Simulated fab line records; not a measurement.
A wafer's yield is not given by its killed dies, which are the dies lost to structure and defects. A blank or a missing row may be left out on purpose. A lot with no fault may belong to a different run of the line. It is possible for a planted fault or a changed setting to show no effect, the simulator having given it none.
Which of the tools did it?	flow n5 finfet	7 lots with 19 wafers sampled at 3 steps, on a route of 1938 steps

## WHAT THE GAUGES READ, wafer by wafer
N5_BEOL_M9_OCD_MEAS_38.
lot	measured	on	trench depth nm (nm)
L888	day 11 09:41	ocd-01	153 146 149
L892	day 11 20:00	ocd-01	155 148 147
L890	day 12 12:40	ocd-01	148 150 158
L901	day 13 17:51	ocd-01	150 205
L903	day 14 19:55	ocd-01	149 208
L906	day 16 00:37	ocd-01	154 147 156
L908	day 16 05:17	ocd-01	154 148 156

## EACH LOT AND THE TOOL THAT RAN IT (in order: tool; ch and the chambers of the sampled wafers; start)
lot	N5_BEOL_M9_STRIP_19	N5_BEOL_M9_TRENCH_ETCH_37
L888	rie diel-06 ch 0,1,2, day 11 06:04	rie diel-04 ch 1,2,3, day 11 09:30
L892	rie diel-06 ch 1,2,3, day 11 17:44	rie diel-04 ch 0,1,2, day 11 19:49
L890	rie diel-06 ch 0,1,3, day 12 09:02	rie diel-04 ch 0,2,3, day 12 12:29
L901	rie diel-04 ch 1, day 13 16:54	rie diel-04 ch 1,3, day 13 17:41
L903	rie diel-06 ch 2,3, day 14 14:19	rie diel-04 ch 0, day 14 19:44
L906	rie diel-06 ch 0,1,2, day 15 19:46	rie diel-03 ch 0,2,3, day 16 00:26
L908	rie diel-06 ch 0,1,2, day 16 00:17	rie diel-03 ch 0,2,3, day 16 05:08
- N5_BEOL_M9_STRIP_19: strips in O2.
- N5_BEOL_M9_TRENCH_ETCH_37: etches SiCOH lowk in C4F6/O2, target depth 151.43 nm, time 49 s.

## THE ANSWER, worked out from the rows above alone
Rule: the lots themselves supply what counts as usual. Put in order of their means at a reading, lots are off if they are a third of the lots or fewer, leave a main group of 4 or more, and stand apart from it by a gap of 3 or more times the standard deviation of the main group's means; of several such gaps the widest counts. Not used: any main group whose means are identical at the precision the tables above print for the reading. Also off: a lot with no number at a reading for which 4 or more lots have one. Where the step has rows for the other lots, those lots are counted as sound.
Off: L901, L903, at N5_BEOL_M9_OCD_MEAS_38 (trench depth nm). Mean 151 nm and standard deviation 1.3 in the main group.
A tool fits if, at a process step before that reading, it ran every lot that is off, and no sound lot after the first of them. Those tools and the gauges at N5_BEOL_M9_OCD_MEAS_38 are tried in the same way. One candidate fits, namely rie diel-04 at N5_BEOL_M9_TRENCH_ETCH_37. A fault onset in the window from L890 (day 12 12:29, its last sound lot) to L901 (day 13 17:41, its first lot off) fits.

## WHAT THE SIMULATOR PUT IN
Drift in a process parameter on rie diel-04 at N5_BEOL_M9_TRENCH_ETCH_37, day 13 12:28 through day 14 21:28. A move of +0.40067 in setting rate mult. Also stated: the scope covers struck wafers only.
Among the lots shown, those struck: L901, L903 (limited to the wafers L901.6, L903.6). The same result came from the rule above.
